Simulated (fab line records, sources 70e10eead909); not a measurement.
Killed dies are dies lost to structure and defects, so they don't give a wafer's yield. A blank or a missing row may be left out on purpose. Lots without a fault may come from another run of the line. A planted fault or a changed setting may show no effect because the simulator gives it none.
Which tool did it? | flow nand_harc | 14 lots, 36 wafers sampled, at 6 steps of a route of 1159

WHAT THE GAUGES READ, wafer by wafer
NHARC_A_M1_CD_MEAS_09: target cd 120 nm. Usual: cd_nm 119.9 nm, standard deviation 0.54.
lot  | measured     | on        | cd_nm (nm)        | flag
L271 | day 17 11:59 | cd_sem-02 | 120.2 119.3 120.3 |
L272 | day 17 22:24 | cd_sem-03 | 119.4 121.0 120.9 |
L273 | day 17 23:08 | cd_sem-01 | 119.9 120.3 120.7 |
L274 | day 18 08:34 | cd_sem-01 | 121.0 119.9 119.5 |
L275 | day 19 01:33 | cd_sem-02 | 119.8 120.8 119.9 |
L279 | day 19 05:47 | cd_sem-02 | 119.7 119.9 119.0 |
L277 | day 19 09:20 | cd_sem-03 | 119.5 119.9 120.1 |
L278 | day 19 21:31 | cd_sem-02 | 119.3 119.8 119.9 |
L280 | day 19 22:52 | cd_sem-03 | 119.1 119.9 120.1 |
L288 | day 22 01:29 | cd_sem-02 | 119.1             |
L287 | day 22 01:48 | cd_sem-01 | 119.8             |
L289 | day 22 02:34 | cd_sem-01 | 119.4 119.1 120.0 |
L283 | day 22 12:05 | cd_sem-02 | 120.5             |
L294 | day 23 12:01 | cd_sem-03 | 119.2 119.4 119.9 |

NHARC_A_M1_INSPECT_11. Usual: raw_defect_count 32, standard deviation 11.
lot  | measured     | on                | raw_defect_count | flag
L271 | day 17 12:06 | defect_inspect-02 | 23 25 27         |
L272 | day 17 22:31 | defect_inspect-02 | 42 39 42         |
L273 | day 17 23:15 | defect_inspect-01 | 22 17 21         |
L274 | day 18 08:41 | defect_inspect-02 | 20 31 26         |
L275 | day 19 01:40 | defect_inspect-02 | 45 47 41         |
L279 | day 19 05:54 | defect_inspect-01 | 21 27 25         |
L277 | day 19 09:28 | defect_inspect-01 | 38 33 43         |
L278 | day 19 21:39 | defect_inspect-01 | 21 34 26         |
L280 | day 19 22:59 | defect_inspect-01 | 35 32 37         |
L288 | day 22 01:36 | defect_inspect-01 | 745 745          | OFF
L287 | day 22 01:55 | defect_inspect-02 | 696 688          | OFF
L289 | day 22 02:41 | defect_inspect-01 | 39 38 42         |
L283 | day 22 12:12 | defect_inspect-01 | 24               |
L294 | day 23 12:08 | defect_inspect-01 | 22 27 17         |

NHARC_END_SORT_01. Usual: killed_at_array 25, standard deviation 7.8; killed_at_other 0.6, standard deviation 0.81; killed_at_periphery 3.3, standard deviation 2.2; killed_dies 29, standard deviation 8.2; killed_open 3.5, standard deviation 1.9; killed_short 1.8, standard deviation 1.3.
lot  | measured     | on        | killed_at_array | killed_at_other | killed_at_periphery | killed_dies | killed_open | killed_short | flag
L288 | day 24 14:19 | prober-02 | 84              | 0               | 1                   | 85          | 5           | 2            | OFF
L287 | day 23 23:58 | prober-01 | 90              | 1               | 4                   | 95          | 5           | 4            | OFF
L283 | day 23 16:49 | prober-02 | 19              | 0               | 2                   | 21          | 2           | 2            |

WHICH TOOL RAN EACH LOT (tool, then ch and the chambers of the sampled wafers, then the start)
lot  | NHARC_A_M0_DEGAS_28          | NHARC_A_M0_PVD_20                       | NHARC_A_M0_DEP_32
L271 | pvd_sputter-03, day 17 08:56 | pvd_sputter-03, day 17 10:48 or earlier | pecvd-03 ch 0,1,2, day 17 10:48
L272 | pvd_sputter-03, day 17 19:08 | pvd_sputter-03, day 17 21:09 or earlier | pecvd-02 ch 0,1,2, day 17 21:09
L273 | pvd_sputter-03, day 17 19:39 | pvd_sputter-03, day 17 22:00 or earlier | pecvd-03 ch 0,1, day 17 22:00
L274 | pvd_sputter-03, day 18 05:31 | pvd_sputter-03, day 18 07:28 or earlier | pecvd-03 ch 0,1, day 18 07:28
L275 | pvd_sputter-03, day 18 22:33 | pvd_sputter-03, day 19 00:24 or earlier | pecvd-03 ch 0,1,2, day 19 00:24
L279 | pvd_sputter-03, day 19 02:53 | pvd_sputter-03, day 19 04:48 or earlier | pecvd-02 ch 0,1,2, day 19 04:48
L277 | pvd_sputter-01, day 19 06:08 | pvd_sputter-01, day 19 07:58 or earlier | pecvd-02 ch 1,2, day 19 07:58
L278 | pvd_sputter-01, day 19 18:36 | pvd_sputter-01, day 19 20:23 or earlier | pecvd-04 ch 0,1,2, day 19 20:23
L280 | pvd_sputter-03, day 19 19:35 | pvd_sputter-03, day 19 21:34 or earlier | pecvd-02 ch 1,2, day 19 21:34
L288 | pvd_sputter-02, day 21 22:22 | pvd_sputter-02, day 22 00:18 or earlier | pecvd-02 ch 2, day 22 00:18
L287 | pvd_sputter-01, day 21 22:50 | pvd_sputter-01, day 22 00:46 or earlier | pecvd-02 ch 2, day 22 00:46
L289 | pvd_sputter-02, day 21 23:23 | pvd_sputter-02, day 22 01:19 or earlier | pecvd-04 ch 0,1, day 22 01:19
L283 | pvd_sputter-01, day 22 09:14 | pvd_sputter-01, day 22 11:02 or earlier | pecvd-02 ch 1, day 22 11:02
L294 | pvd_sputter-01, day 23 08:59 | pvd_sputter-01, day 23 10:48 or earlier | pecvd-03 ch 1,2, day 23 10:48
- NHARC_A_M0_DEGAS_28: time 60 s.
- NHARC_A_M0_PVD_20: deposits TaN, target thk 5 nm, time 8.06 s.
- NHARC_A_M0_DEP_32: deposits SiCN, target thk 30 nm.

WHAT THE TOOLS THEMSELVES READ (means of the sampled wafers that have a number; where no wafer has one, the mark that the record gives instead)
NHARC_A_M0_DEGAS_28. Usual: heater_power_w 341 W, standard deviation 31.
lot  | tool           | heater_power_w (W) | flag
L271 | pvd_sputter-03 | 336                |
L272 | pvd_sputter-03 | 354                |
L273 | pvd_sputter-03 | 374                |
L274 | pvd_sputter-03 | 350                |
L275 | pvd_sputter-03 | 358                |
L279 | pvd_sputter-03 | 355                |
L277 | pvd_sputter-01 | 322                |
L278 | pvd_sputter-01 | 324                |
L280 | pvd_sputter-03 | 371                |
L288 | pvd_sputter-02 | 380                |
L287 | pvd_sputter-01 | 350                |
L289 | pvd_sputter-02 | 338                |
L283 | pvd_sputter-01 | 287                |
L294 | pvd_sputter-01 | 310                |

NHARC_A_M0_PVD_20. Usual: cathode_dc_power_W 15000 W, standard deviation 2.6; substrate_temp_c 50.00 C, standard deviation 0.11; throttle_valve_pct 30.0 %, standard deviation 0.92.
lot  | tool           | cathode_dc_power_W (W) | substrate_temp_c (C) | throttle_valve_pct (%) | flag
L271 | pvd_sputter-03 | 14998                  | 50.05                | 30.0                   |
L272 | pvd_sputter-03 | 15000                  | 50.06                | 31.4                   |
L273 | pvd_sputter-03 | 15001                  | 49.91                | 30.5                   |
L274 | pvd_sputter-03 | 15002                  | 50.02                | 29.9                   |
L275 | pvd_sputter-03 | 14998                  | 49.92                | 30.3                   |
L279 | pvd_sputter-03 | 15000                  | 50.06                | 30.8                   |
L277 | pvd_sputter-01 | 15001                  | 50.04                | 29.5                   |
L278 | pvd_sputter-01 | 14998                  | 50.02                | 29.3                   |
L280 | pvd_sputter-03 | 14999                  | 50.04                | 30.6                   |
L288 | pvd_sputter-02 | 15007                  | 50.02                | 30.4                   |
L287 | pvd_sputter-01 | 15000                  | 50.11                | 29.2                   |
L289 | pvd_sputter-02 | 14999                  | 49.99                | 30.7                   |
L283 | pvd_sputter-01 | 15002                  | 50.01                | 29.4                   |
L294 | pvd_sputter-01 | 15001                  | 49.95                | 28.7                   |

NHARC_A_M0_DEP_32. Usual: heater_power_w 551 W, standard deviation 79.
lot  | tool     | heater_power_w (W) | flag
L271 | pecvd-03 | 552                |
L272 | pecvd-02 | 587                |
L273 | pecvd-03 | 556                |
L274 | pecvd-03 | 606                |
L275 | pecvd-03 | 527                |
L279 | pecvd-02 | 546                |
L277 | pecvd-02 | 496                |
L278 | pecvd-04 | 583                |
L280 | pecvd-02 | 523                |
L288 | pecvd-02 | 507                |
L287 | pecvd-02 | 516                |
L289 | pecvd-04 | 528                |
L283 | pecvd-02 | 584                |
L294 | pecvd-03 | 530                |

THE ANSWER, worked out from the rows above alone
Rule: a lot is off if the mean of its wafers that have a number lies more than 3 standard deviations from the usual mean. A lot without any number at a reading at which 4 lots or more have one is off too. The other lots that the step has rows for count as sound. The gauges are gone through in route order, then the tools' own readings, and for those a lot's mean is taken as printed above. The first step at which some lot is off is used, and at that step the reading that is off furthest; a lot without a number counts as furthest.
Off: L288, L287, at NHARC_A_M1_INSPECT_11 (raw_defect_count).
A tool fits if, at a process step before that reading, it ran every lot that is off, and no sound lot after the first of them. The gauges at NHARC_A_M1_INSPECT_11 aren't tried: what is off there is off at NHARC_END_SORT_01 too, on other tools, and a gauge's error can't cause that. NHARC_A_M0_PVD_20 gives no start for some lots, so the hours and the order of its lots are those of NHARC_A_M0_DEP_32. None of those tried fits.

WHAT THE SIMULATOR HAD PUT IN
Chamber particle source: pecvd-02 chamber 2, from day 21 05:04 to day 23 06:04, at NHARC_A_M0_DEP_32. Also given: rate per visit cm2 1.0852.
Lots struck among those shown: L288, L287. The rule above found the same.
